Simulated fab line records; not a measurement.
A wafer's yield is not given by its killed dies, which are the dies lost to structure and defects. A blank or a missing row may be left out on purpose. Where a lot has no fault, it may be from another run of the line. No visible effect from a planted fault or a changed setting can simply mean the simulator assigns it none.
Struck lot and sound lot, side by side | flow n5-finfet | 33 out of 1938 route steps
Sound: the wafers L345.2, L345.3, L345.4. Struck: wafers L351.4, L351.6 (left out: L351.2, a lot-mate that was not struck); the cause follows at the end.
Per side, at each step with rows, come the tool, then ch with its chambers, and then its first start. Under that, the readings that differ: sound wafers | struck wafers | difference of the means | sigmas: that difference in standard deviations of wafers without a fault.
alike: readings whose means differ by less than 2 such deviations, and words and numbers that are the same on both sides. not compared: withheld readings, readings that some wafer has no value for, bounds like >300 that may hide the same value, and numbers for which the record gives no deviation and whose values overlap.
A row with sigmas, a row that says differs or no value, or rows on one side alone: a step with any of these is where the two part. Numbers that have no deviation but don't overlap get no sigmas and don't part them. A reading missing from all wafers of one side parts the sides only when that side holds two or more wafers.

N5_BEOL_M8_CD_MEAS_28 targets a cd of 40 nm.
  sound on cd-sem-01 ch 0, day 11 09:53; struck on cd-sem-01 ch 0, day 12 23:07
  alike: cd-nm
N5_BEOL_M8_OVL_MEAS_29:
  sound on overlay-02 ch 0, day 11 09:56; struck on overlay-01 ch 0, day 12 23:09
  alike: V7_OVL
N5_BEOL_M8_INSPECT_30: inspects for defects (brightfield).
  struck on defect-inspect-02, day 12 23:13; sound on defect-inspect-01, day 11 09:59
  alike: raw-defect-count
then, 3 steps without rows for these wafers: N5_BEOL_M8_DESCUM_33 (chemistry O2, time 7 s); N5_BEOL_M8_ETCH_72 (etches underlayer in N2/H2, target depth 6.5 nm, time 5.2 s); N5_BEOL_M8_ETCH_65 (etches SiARC in CF4, target depth 15.6 nm, time 26 s).
N5_BEOL_M8_ETCH_66: etches SOC in N2/H2, target depth 80 nm, overetch 16 nm, time 120 s.
  sound on rie-diel-03 ch 0,1,3, day 11 10:05; struck on rie-diel-01 ch 0, day 12 23:19
  reading               | sound          | struck    | difference | sigmas
  oes-product-au (a.u.) | 0.69 0.72 0.62 | 0.54 0.54 | -0.14      | -2
  alike: bias-w, drypump-motor-current-A, rf-vpp-V, showerhead-plenum-p-Torr, throttle-valve-pct
  not compared: rf-hours-counter-h
then, 5 steps without rows for these wafers: N5_BEOL_M8_STRIP_69 (strips in N2/H2); N5_BEOL_M8_STRIP_73 (strips in N2/H2); N5_BEOL_M8_VIA_ETCH_34 (etches SiCOH lowk in C4F6/O2, target depth 125.5 nm, time 50.5 s); N5_BEOL_M8_STRIP_76 (strips in C4F6/O2); N5_BEOL_M8_STRIP_36 (strips in N2/H2).
N5_BEOL_M8_TRENCH_ETCH_37: etches SiCOH lowk in C4F6/O2, target depth 93.478 nm, time 31.2 s.
  sound on rie-diel-03 ch 0,1,3, day 11 10:17; struck on rie-diel-01 ch 0, day 12 23:31
  reading      | sound             | struck      | difference | sigmas
  bias-w (W)   | 184.9 186.1 184.8 | 217.6 217.3 | +32.2      | +56
  rf-vpp-V (V) | 668 695 676       | 790 789     | +110       | +5
  alike: drypump-motor-current-A, mfc-ar-sccm, oes-product-au, showerhead-plenum-p-Torr, throttle-valve-pct
  not compared: rf-hours-counter-h, model.BEOL_M8.feature-depth-nm, model.etch.depth-nm
then, 1 step without rows for these wafers: N5_BEOL_M8_ETCH_41 (etches SiCN in CH3F/O2, target depth 31.9 nm, time 57.8 s).
N5_BEOL_M8_STRIP_80: strips in N2/H2, time 10 s.
  sound on rie-diel-03 ch 0,1,3; struck on rie-diel-01 ch 0
  reading               | sound          | struck    | difference | sigmas
  oes-product-au (a.u.) | 0.92 0.94 0.81 | 0.69 0.68 | -0.20      | -2
  alike: drypump-motor-current-A, rf-vpp-V, showerhead-plenum-p-Torr, throttle-valve-pct
  not compared: rf-hours-counter-h
N5_BEOL_M8_OCD_MEAS_38:
  struck on ocd-02, day 12 23:40; sound on ocd-02, day 11 10:27
  alike: trench-depth-nm
then, 4 steps without rows for these wafers: N5_BEOL_M8_HM_STRIP_39 (strips TiN in peroxide tin strip, target depth 25 nm, time 158 s); N5_BEOL_M8_SRD_40 (time 30 s); N5_BEOL_M8_PRECLEAN_42 (cleans in residue remover, time 60 s); N5_BEOL_M8_SRD_43 (time 30 s).
N5_BEOL_M8_CD_MEAS_35 targets a cd of 40 nm.
  struck on cd-sem-02, day 12 23:50; sound on cd-sem-03, day 11 10:36
  alike: cd-nm
then, 2 steps without rows for these wafers: N5_BEOL_M8_CURE_75 (cures SiCOH lowk, time 120 s); N5_BEOL_M8_DEGAS_44 (time 60 s).
N5_BEOL_M8_PRE_CLEAN_45: time 30 s.
  struck on pvd-sputter-01, day 13 00:17; sound on pvd-sputter-02, day 11 11:29
  alike: heater-power-w
then, 3 steps without rows for these wafers: N5_BEOL_M8_ALD_77 (deposits TaN, target thk 2 nm, pulse time 2 s, purge time 3 s); N5_BEOL_M8_SURFACE_TREAT_79; N5_BEOL_M8_CVD_78 (deposits Co from CCTBA/H2, target thk 2 nm, time 142.3 s).
N5_BEOL_M8_SPUTTER_48: material Cu, target thk 10 nm, time 1.667 s.
  struck on pvd-sputter-01, day 13 01:10; sound on pvd-sputter-03, day 11 12:08
  alike: throttle-valve-pct
then, 1 step without rows for these wafers: N5_BEOL_M8_ECD_50 (material Cu, target thk 300 nm).
N5_BEOL_M8_ANNEAL_51: time 90 s.
  sound on rtp-anneal-02 ch 0, day 11 12:23; struck on rtp-anneal-01 ch 0, day 13 01:41
  alike: wafer_temp_C_max
N5_BEOL_M8_CMP_52: polishes, stops on SiCOH lowk, t overpolish 6.9 s, target thk 80 nm.
  sound on cmp-04 ch 1,2,3, day 11 12:38; struck on cmp-01 ch 0,1, day 13 01:58
  alike: barrier-field-endpoint-s, head-pressure-psi, motor-current-A, overpolish-run-s, time-to-endpoint-s
  not compared: model.Cu_of_BEOL_M8_ECD_50.thk-nm
N5_BEOL_M8_THK_MEAS_53: measures by xrf.
  struck on film-metro-01, day 13 02:14; sound on film-metro-02, day 11 12:56
  alike: M8_THK
-- record jumps: 3 days separate the struck wafers' starts on either side; left off in module BEOL_M8, taken up again in module PASSIVATION, whose first shown step is the route's number 1936 --
N5_PASSIVATION_PROBE_49:
  struck on prober-02, day 16 00:11; sound on prober-02, day 14 15:46
  reading              | sound       | struck | difference | sigmas
  sort_bin_8_speed (%) | 0 0.08 3.05 | 0 0    | -1         | -4
  alike: defect-limited-yield, killed_at_M0_to_M3, killed_at_M4_up, killed-at-contacts, killed-at-front-end, killed-at-other, killed-dies, killed-open, killed-short, sort_bin_5_function, sort_bin_6_memory, sort-n-pass, sort-yield-pct

== WHERE THEY PART ==
Earliest at N5_BEOL_M8_ETCH_66; latest, in this record, at N5_PASSIVATION_PROBE_49.

WHY: what the simulator had put in
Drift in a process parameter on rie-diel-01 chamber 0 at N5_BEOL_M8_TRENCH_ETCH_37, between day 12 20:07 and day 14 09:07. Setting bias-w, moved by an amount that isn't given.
